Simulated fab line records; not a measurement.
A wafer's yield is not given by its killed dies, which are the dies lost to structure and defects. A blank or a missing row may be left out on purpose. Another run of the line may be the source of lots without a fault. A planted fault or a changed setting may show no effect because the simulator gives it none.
A struck lot beside a sound one || flow n5 finfet || 33 out of 1938 route steps
Sound: wafers L790.1, L790.4, L790.5. The struck wafers were L771.1, L771.2, L771.4. At the end, the cause is stated.
Each step with rows lists, per side, the tool, then ch with its chambers, then its first start. Under that, the readings that differ: sound wafers || struck wafers || difference of the means || sigmas: that difference in standard deviations of wafers without a fault.
alike: a reading whose means differ by less than 2 such deviations, as well as words and numbers matching on both sides. not compared: withheld readings; readings where some wafer has no value; bounds like >300 that might hide an equal value; numbers whose values overlap and for which the record gives no deviation.
A row with sigmas, a row that says differs or no value, or rows on one side alone: a step with any of these is where the two part. Non-overlapping numbers with no deviation appear without sigmas and do not part them. A reading missing from all wafers of one side parts the sides only when that side holds two or more wafers.

first, 9 steps without rows for these wafers: N5_WELL_APT_EBR_04; N5_WELL_APT_SOFTBAKE_03 (time 60 s); N5_WELL_APT_EXPOSE_05 (exposes mask NWELL, defocus 0 nm, target cd 200 nm); N5_WELL_APT_PEB_06 (peb time 90 s); N5_WELL_APT_DEVELOP_07 (develop time 45 s); N5_WELL_APT_HARDBAKE_12 (time 120 s); N5_WELL_APT_DESCUM_13 (chemistry O2, time 7.9 s); N5_WELL_APT_IMPLANT_14; N5_WELL_APT_IMPLANT_15.
N5_WELL_APT_STRIP_16: strips in SPM, time 900 s.
  sound on wet bench-04 ch 1,5,7, day 7 08:17; struck on wet bench-04 ch 1,2,3, day 2 14:32
then, 8 steps without rows for these wafers: N5_WELL_APT_HMDS_18 (time 60 s); N5_WELL_APT_COAT_19 (resist thk 950 nm); N5_WELL_APT_EBR_21; N5_WELL_APT_SOFTBAKE_20 (time 60 s); N5_WELL_APT_EXPOSE_22 (exposes mask PWELL, defocus 0 nm, target cd 200 nm); N5_WELL_APT_PEB_23 (peb time 90 s); N5_WELL_APT_DEVELOP_24 (develop time 45 s); N5_WELL_APT_HARDBAKE_29 (time 120 s).
N5_WELL_APT_INSPECT_27: inspects for defects (macro).
  sound on defect inspect-01 at day 7 08:53; struck on defect inspect-02 at day 2 15:19
{"reading": "raw defect count", "sound": "3 3 1", "struck": ">300 >300 >300", "difference": "differs", "sigmas": ""}
then, 10 steps without rows for these wafers: N5_WELL_APT_DESCUM_30 (chemistry O2, time 7.9 s); N5_WELL_APT_IMPLANT_31; N5_WELL_APT_IMPLANT_32; N5_WELL_APT_STRIP_33 (strips in SPM, time 900 s); N5_WELL_APT_RTA_34 (time 10 s); N5_WELL_APT_OXIDE_STRIP_42 (strips SiO2 in dHF, time 45 s, target depth 12 nm); N5_WELL_APT_PRECLEAN_36 (cleans in O3/DIW, time 45 s); N5_WELL_APT_PRECLEAN_39 (cleans in dHF, time 60 s); N5_WELL_APT_SRD_37 (time 30 s); N5_WELL_APT_EPI_41 (deposits Si from SiH4/H2, target thk 50 nm, time 297.7 s).
N5_WELL_APT_INSPECT_38: inspects for defects (darkfield).
  sound on defect inspect-01 at day 7 10:52; struck on defect inspect-02 at day 2 16:59
{"reading": "raw defect count", "sound": "17 14 13", "struck": "502 496 534", "difference": "+496", "sigmas": "+97"}
then, 1 step without rows for these wafers: N5_PMOS_HMC_CHANNEL_EPI_HM_DEP_34 (deposits SiO2 from TEOS/O2, target thk 36 nm, time 6.9 s).
-- record jumps: 6 days separate the struck wafers' starts on either side; left off in module PMOS_HMC_CHANNEL_EPI, taken up again in module BEOL_M4, whose first shown step is the route's number 1111 --
N5_BEOL_M4_RC_MEAS_101:
  sound on prober-01 ch 0, day 13 13:51; struck on prober-02 ch 0, day 8 23:02
  alike: DIBL_N, DIBL_P, IOFF_N, IOFF_P, ION_N, ION_P, SS_N, SS_P, VT_N, VT_P
-- here the record skips 4 days between the struck wafers' starts before and after, leaving off in module BEOL_M4 and picking up in module PASSIVATION (first step shown: number 1936 of the route) --
N5_PASSIVATION_PROBE_49:
  the record has rows for the struck wafers here (prober-02, day 13 03:44) and none for the sound ones

## WHERE THEY PART
Last at N5_PASSIVATION_PROBE_49 as far as this record goes, first at N5_WELL_APT_INSPECT_27.

WHY: the cause the simulator had injected
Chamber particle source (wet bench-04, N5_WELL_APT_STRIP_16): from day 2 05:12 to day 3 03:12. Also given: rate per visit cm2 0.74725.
